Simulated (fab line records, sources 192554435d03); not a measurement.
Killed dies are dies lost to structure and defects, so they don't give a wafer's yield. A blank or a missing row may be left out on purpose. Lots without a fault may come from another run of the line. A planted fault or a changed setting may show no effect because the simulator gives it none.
A struck lot beside a sound one | flow n5_finfet | 16 steps out of a route of 1938
Sound: wafers L322.1, L322.5, L322.6. Struck: wafers L332.1, L332.6. The cause comes at the end.
At each step with rows: each side's tool, then ch and its chambers, then its first start. Under that, the readings that differ: sound wafers | struck wafers | difference of the means | sigmas: that difference in standard deviations of wafers without a fault.
alike: readings whose means differ by less than 2 such deviations, and words and numbers that are the same on both sides. not compared: withheld readings, readings that some wafer has no value for, bounds like >300 that may hide the same value, and numbers for which the record gives no deviation and whose values overlap.
The two part at a step that has a row with sigmas, a row that says differs or no value, or rows on one side only. Numbers that don't overlap but have no deviation are shown without sigmas and don't part them. A reading that every wafer of one side lacks parts them only if that side has two wafers or more.

first, 1 step without rows for these wafers: N5_BEOL_M2_DEVELOP_27 (develop time 30 s).
N5_BEOL_M2_CD_MEAS_28: target cd 26.2 nm, target cd y 24.1 nm.
  sound on cd_sem-03 ch 0, day 8 05:52; struck on cd_sem-02 ch 0, day 10 15:43
  alike: cd_nm
N5_BEOL_M2_OVL_MEAS_29:
  sound on overlay-02 ch 0, day 8 05:54; struck on overlay-02 ch 0, day 10 15:44
  alike: V1_OVL
N5_BEOL_M2_INSPECT_30: inspects for defects (brightfield).
  sound on defect_inspect-01, day 8 05:58; struck on defect_inspect-02, day 10 15:48
  alike: raw_defect_count
N5_BEOL_M2_DESCUM_33: chemistry O2, time 7 s.
  sound on rie_diel-01 ch 0,1,2, day 8 05:59; struck on rie_diel-06 ch 1,3, day 10 15:52
  alike: bias_power_w, drypump_motor_current_A, oes_product_au, rf_vpp_V, showerhead_plenum_p_Torr, throttle_valve_pct
  not compared: rf_hours_counter_h
N5_BEOL_M2_ETCH_77: etches underlayer in N2/H2, target depth 6.5 nm, time 5.2 s.
  sound on rie_diel-01 ch 0,1,2, day 8 06:02; struck on rie_diel-06 ch 1,3, day 10 15:55
  alike: drypump_motor_current_A, etch_rf_on_time_s, oes_product_au, rf_vpp_V, showerhead_plenum_p_Torr, throttle_valve_pct
  not compared: rf_hours_counter_h
then, 1 step without rows for these wafers: N5_BEOL_M2_ETCH_69 (etches SiARC in CF4, target depth 15.6 nm, time 26 s).
N5_BEOL_M2_ALD_98: deposits SiO2, target thk 2.5 nm, pulse time 1 s, co reactant pulse time 1 s.
  sound on ald_sin-04 ch 1,2, day 8 06:10; struck on ald_sin-03 ch 0,3, day 10 16:03
  alike: heater_power_w, precursor_pulse_height_rel
N5_BEOL_M2_ETCHBACK_99: etches SiO2 in CHF3, target depth 5 nm, time 10.4 s.
  sound on rie_diel-03 ch 0,2,3, day 8 07:42; struck on rie_diel-03 ch 1,3, day 10 17:52
  alike: drypump_motor_current_A, oes_product_au, rf_vpp_V, showerhead_plenum_p_Torr, throttle_valve_pct
  not compared: rf_hours_counter_h
N5_BEOL_M2_ETCH_70: etches SOC in N2/H2, target depth 80 nm, overetch 24 nm, time 130 s.
  sound on rie_diel-03 ch 0,2,3, day 8 07:44; struck on rie_diel-03 ch 1,3, day 10 17:55
  alike: drypump_motor_current_A, oes_product_au, rf_vpp_V, showerhead_plenum_p_Torr, throttle_valve_pct
  not compared: rf_hours_counter_h
then, 2 steps without rows for these wafers: N5_BEOL_M2_STRIP_71 (strips in N2/H2); N5_BEOL_M2_STRIP_78 (strips in N2/H2).
N5_BEOL_M2_VIA_ETCH_34: etches the open film in C4F6/O2, target depth 69.4 nm, time 65.9 s.
  sound on rie_diel-03 ch 0,2,3, day 8 07:50; struck on rie_diel-03 ch 1,3, day 10 18:01
  reading                                  | sound             | struck      | difference | sigmas
  oes_product_au (a.u.)                    | 0.70 0.95 0.71    | 1.15 1.01   | +0.29      | +3
  model.etch.depth_nm (nm)                 | 70.33 70.67 68.87 | 102.8 101.2 | +32.0      |
  model.SOC_of_BEOL_M2_COAT_67.thk_nm (nm) | 52 51.8 52        | 48 48       | -4         |
  alike: drypump_motor_current_A, rf_vpp_V, showerhead_plenum_p_Torr, throttle_valve_pct
  not compared: rf_hours_counter_h
then, 1 step without rows for these wafers: N5_BEOL_M2_STRIP_83 (strips in C4F6/O2).
N5_BEOL_M4_RC_MEAS_101:
  sound on prober-01 ch 0, day 9 10:08; struck on prober-02 ch 0, day 11 18:33
  reading        | sound          | struck    | difference | sigmas
  IOFF_P (nA/um) | 0.25 0.30 0.20 | 0.17 0.17 | -0.08      | -2
  ION_N (uA/um)  | 701 704 672    | 658 658   | -34        | -3
  ION_P (uA/um)  | 478 477 461    | 441 450   | -26        | -3
  VT_N (mV)      | 244 241 248    | 252 252   | +8         | +2
  VT_P (mV)      | -247 -246 -252 | -257 -255 | -8         | -2
  alike: DIBL_N, DIBL_P, IOFF_N, SS_N, SS_P
N5_PASSIVATION_PROBE_49:
  the record has rows for the sound wafers here (prober-01, day 13 19:35) and none for the struck ones

WHERE THEY PART
First at N5_BEOL_M2_VIA_ETCH_34; last, within this record, at N5_PASSIVATION_PROBE_49.

WHY: what the simulator had put in
Process parameter drift: rie_diel-03, from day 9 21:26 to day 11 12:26, at N5_BEOL_M2_VIA_ETCH_34. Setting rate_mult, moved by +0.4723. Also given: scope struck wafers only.
